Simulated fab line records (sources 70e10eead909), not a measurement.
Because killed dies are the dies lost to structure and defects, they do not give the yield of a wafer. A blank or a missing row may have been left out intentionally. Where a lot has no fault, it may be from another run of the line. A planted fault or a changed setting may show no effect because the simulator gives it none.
Which tool is to blame? | flow nand-harc | Sampling: 24 lots, 72 wafers, 3 of 1159 route steps

WHAT EACH GAUGE READ, for each wafer
NHARC_A_CONTACT_OVL_MEAS_43. Usual: overlay-x-nm -0.1 nm, standard deviation 0.9; overlay-y-nm -0.1 nm, standard deviation 0.81.
lot  | measured     | on         | overlay-x-nm (nm) | overlay-y-nm (nm) | flag
L075 | day 16 10:09 | overlay-02 | -0.8 -0.7 -1.4    | 0.4 0.4 0.0       |
L077 | day 16 18:34 | overlay-01 | 0.6 0.1 0.3       | 0.5 0.9 1.2       |
L078 | day 16 16:58 | overlay-01 | 0.3 -0.2 -1.1     | -1.1 -0.6 -0.5    |
L074 | day 16 22:19 | overlay-02 | -0.3 -0.8 -0.3    | -0.7 -1.2 -1.2    |
L079 | day 17 00:33 | overlay-01 | 0.6 0.8 0.1       | 0.0 0.6 0.6       |
L076 | day 17 02:43 | overlay-01 | 0.3 0.0 0.1       | 0.6 -0.2 0.5      |
L080 | day 17 08:59 | overlay-02 | -0.3 0.0 0.1      | 1.5 2.1 2.0       |
L081 | day 17 19:34 | overlay-02 | 0.7 0.7 0.3       | -0.7 -0.5 -0.9    |
L082 | day 18 09:38 | overlay-02 | 1.2 0.9 1.1       | -0.4 -0.6 -0.3    |
L083 | day 18 20:05 | overlay-02 | -0.4 -0.7 -0.2    | 0.2 -0.4 0.1      |
L085 | day 19 01:09 | overlay-01 | -0.2 -0.4 -0.7    | 1.6 1.4 1.2       |
L084 | day 19 01:00 | overlay-01 | -1.1 -0.3 -0.2    | -0.5 -0.9 -0.5    |
L086 | day 19 11:02 | overlay-02 | -1.7 -2.2 -2.1    | -0.1 -0.8 0.2     |
L088 | day 19 13:26 | overlay-02 | 0.0 0.1 0.9       | -0.6 -0.5 -0.6    |
L089 | day 19 18:37 | overlay-01 | -0.6 -0.2 -1.3    | -0.7 -1.3 -1.1    |
L090 | day 19 15:55 | overlay-02 | 0.3 -0.1 -0.3     | -0.1 -0.2 -0.2    |
L087 | day 20 00:44 | overlay-01 | -0.1 -0.4 -0.5    | -0.4 -0.6 -0.5    |
L091 | day 20 08:29 | overlay-01 | 0.7 0.9 0.2       | 0.9 0.7 0.2       |
L093 | day 21 00:13 | overlay-01 | 2.1 2.3 1.5       | -0.4 0.0 -0.5     |
L092 | day 20 23:53 | overlay-01 | 1.9 1.7 1.5       | -0.9 -1.0 -1.1    |
L096 | day 21 15:19 | overlay-02 | -0.5 -0.3 -0.8    | -0.6 -0.5 -0.8    |
L094 | day 21 17:09 | overlay-02 | -0.4 -0.3 -0.3    | 1.0 0.7 1.1       |
L095 | day 22 00:25 | overlay-02 | -0.4 -0.4 0.0     | -0.4 0.1 -0.2     |
L097 | day 22 20:38 | overlay-01 | -1.5 -1.1 -0.8    | 0.7 1.1 0.0       |

WHICH TOOL RAN EACH LOT (tool, then ch and the chambers of the sampled wafers, then the start)
lot  | NHARC_A_WL_FILL_STRIP_29           | NHARC_A_CONTACT_DEP_28
L075 | rie-diel-09 ch 2,3, day 15 18:58   | acl-dep-01 ch 0, day 16 07:10
L077 | rie-diel-06 ch 1,2, day 15 20:43   | acl-dep-01 ch 0, day 16 15:52
L078 | rie-diel-05 ch 0,1,2, day 15 22:57 | acl-dep-03 ch 0, day 16 14:24
L074 | rie-diel-06 ch 0,1,3, day 16 02:32 | acl-dep-02 ch 0, day 16 19:13
L079 | rie-diel-05 ch 1,3, day 16 06:16   | acl-dep-02 ch 0, day 16 22:09
L076 | rie-diel-06 ch 0,2, day 16 06:19   | acl-dep-03 ch 0, day 16 23:55
L080 | rie-diel-09 ch 0,1, day 16 17:31   | acl-dep-02 ch 0, day 17 05:56
L081 | rie-diel-05 ch 0,3, day 17 01:24   | acl-dep-01 ch 0, day 17 16:35
L082 | rie-diel-06 ch 0,2,3, day 17 18:43 | acl-dep-02 ch 0, day 18 06:56
L083 | rie-diel-06 ch 1,2,3, day 18 00:41 | acl-dep-01 ch 0, day 18 17:04
L085 | rie-diel-05 ch 0,2,3, day 18 09:04 | acl-dep-02 ch 0, day 18 21:59
L084 | rie-diel-09 ch 0,2,3, day 18 10:46 | acl-dep-01 ch 0, day 18 21:49
L086 | rie-diel-05 ch 0,1,3, day 18 19:32 | acl-dep-01 ch 0, day 19 08:52
L088 | rie-diel-06 ch 1,3, day 18 21:14   | acl-dep-01 ch 0, day 19 10:20
L089 | rie-diel-05 ch 0,1,3, day 18 22:39 | acl-dep-01 ch 0, day 19 16:05
L090 | rie-diel-06 ch 0,1,2, day 19 00:17 | acl-dep-03 ch 0, day 19 12:52
L087 | rie-diel-05 ch 0,3, day 19 01:32   | acl-dep-02 ch 0, day 19 22:47
L091 | rie-diel-09 ch 0,1,3, day 19 17:03 | acl-dep-02 ch 0, day 20 05:52
L093 | rie-diel-06 ch 1,2,3, day 20 03:36 | acl-dep-03 ch 0, day 20 21:27
L092 | rie-diel-05 ch 1,3, day 20 03:40   | acl-dep-02 ch 0, day 20 21:34
L096 | rie-diel-05 ch 2,3, day 20 19:57   | acl-dep-02 ch 0, day 21 13:00
L094 | rie-diel-09 ch 0,1,2, day 20 20:02 | acl-dep-01 ch 0, day 21 14:08
L095 | rie-diel-06 ch 0,2,3, day 20 21:10 | acl-dep-02 ch 0, day 21 22:08
L097 | rie-diel-06 ch 0,3, day 22 05:19   | acl-dep-03 ch 0, day 22 18:27
- NHARC_A_WL_FILL_STRIP_29: strips in O2, time 20 s.
- NHARC_A_CONTACT_DEP_28: deposits aC, target thk 3600 nm.

AS READ BY THE TOOLS THEMSELVES (means over the sampled wafers that have a number; for cases with no such wafer, the mark the record gives instead)
NHARC_A_WL_FILL_STRIP_29. Usual: drypump-motor-current-A 5.9 A, standard deviation 0.39; oes-product-au 1.001 a.u., standard deviation 0.0079; rf-vpp-V 57.9 V, standard deviation 0.92; showerhead-plenum-p-Torr 3.52 Torr, standard deviation 0.11; throttle-valve-pct 17.036 %, standard deviation 0.0098.
lot  | tool        | drypump-motor-current-A (A) | oes-product-au (a.u.) | rf-vpp-V (V) | showerhead-plenum-p-Torr (Torr) | throttle-valve-pct (%) | flag
L075 | rie-diel-09 | 5.7                         | 1.000                 | 58.0         | 3.52                            | 17.031                 |
L077 | rie-diel-06 | 5.8                         | 1.008                 | 58.7         | 3.58                            | 17.025                 |
L078 | rie-diel-05 | 6.2                         | 0.992                 | 58.0         | 3.53                            | 17.031                 |
L074 | rie-diel-06 | 5.8                         | 0.996                 | 57.9         | 3.46                            | 17.037                 |
L079 | rie-diel-05 | 6.0                         | 1.007                 | 57.6         | 3.53                            | 17.040                 |
L076 | rie-diel-06 | 5.8                         | 1.002                 | 58.4         | 3.52                            | 17.039                 |
L080 | rie-diel-09 | 5.4                         | 0.997                 | 57.2         | 3.51                            | 17.031                 |
L081 | rie-diel-05 | 5.8                         | 1.004                 | 58.0         | 3.46                            | 17.048                 |
L082 | rie-diel-06 | 5.6                         | 0.998                 | 57.1         | 3.49                            | 17.034                 |
L083 | rie-diel-06 | 5.8                         | 1.008                 | 57.8         | 3.51                            | 17.025                 |
L085 | rie-diel-05 | 6.0                         | 1.001                 | 57.5         | 3.47                            | 17.032                 |
L084 | rie-diel-09 | 5.5                         | 0.998                 | 57.4         | 3.54                            | 17.038                 |
L086 | rie-diel-05 | 6.0                         | 0.997                 | 57.6         | 3.51                            | 17.030                 |
L088 | rie-diel-06 | 5.9                         | 0.995                 | 58.5         | 3.48                            | 17.033                 |
L089 | rie-diel-05 | 6.1                         | 1.007                 | 58.2         | 3.51                            | 17.027                 |
L090 | rie-diel-06 | 5.9                         | 1.002                 | 57.8         | 3.54                            | 17.031                 |
L087 | rie-diel-05 | 5.8                         | 0.999                 | 58.0         | 3.43                            | 17.041                 |
L091 | rie-diel-09 | 5.6                         | 1.003                 | 58.0         | 3.49                            | 17.032                 |
L093 | rie-diel-06 | 5.8                         | 1.000                 | 58.9         | 3.51                            | 17.038                 |
L092 | rie-diel-05 | 6.3                         | 1.005                 | 57.9         | 3.58                            | 17.039                 |
L096 | rie-diel-05 | 6.0                         | 0.997                 | 58.1         | 3.49                            | 17.030                 |
L094 | rie-diel-09 | 5.4                         | 1.002                 | 58.6         | 3.62                            | 17.027                 |
L095 | rie-diel-06 | 5.6                         | 1.008                 | 57.7         | 3.49                            | 17.037                 |
L097 | rie-diel-06 | 5.7                         | 1.003                 | 58.0         | 3.45                            | 17.037                 |

NHARC_A_CONTACT_DEP_28. Usual: throttle-valve-pct 35.000 %, standard deviation 0.0092.
lot  | tool       | throttle-valve-pct (%) | flag
L075 | acl-dep-01 | 35.008                 |
L077 | acl-dep-01 | 35.002                 |
L078 | acl-dep-03 | 34.998                 |
L074 | acl-dep-02 | 34.997                 |
L079 | acl-dep-02 | 34.997                 |
L076 | acl-dep-03 | 35.007                 |
L080 | acl-dep-02 | 34.994                 |
L081 | acl-dep-01 | 35.005                 |
L082 | acl-dep-02 | 35.002                 |
L083 | acl-dep-01 | 35.007                 |
L085 | acl-dep-02 | 35.002                 |
L084 | acl-dep-01 | 34.998                 |
L086 | acl-dep-01 | 35.004                 |
L088 | acl-dep-01 | 35.008                 |
L089 | acl-dep-01 | 34.994                 |
L090 | acl-dep-03 | 34.999                 |
L087 | acl-dep-02 | 34.999                 |
L091 | acl-dep-02 | 34.999                 |
L093 | acl-dep-03 | 35.000                 |
L092 | acl-dep-02 | 35.000                 |
L096 | acl-dep-02 | 34.997                 |
L094 | acl-dep-01 | 35.015                 |
L095 | acl-dep-02 | 34.997                 |
L097 | acl-dep-03 | 34.995                 |

THE ANSWER, worked out from the rows above alone
Rule: take the mean of a lot's wafers that have a number; if it is more than 3 standard deviations from the usual mean, the lot is off. Also off: a lot with no number at a reading for which 4 or more lots have one. Any other lot the step has rows for is counted as sound. After the gauges, taken in route order, come the tools' own readings; for these a lot's mean is taken, as printed above. At the first step where some lot is off, the reading lying furthest off is the one used; lots without a number count as furthest.
No lot is off on any of the readings shown, so nothing can be concluded from this.

WHAT THE SIMULATOR PUT IN
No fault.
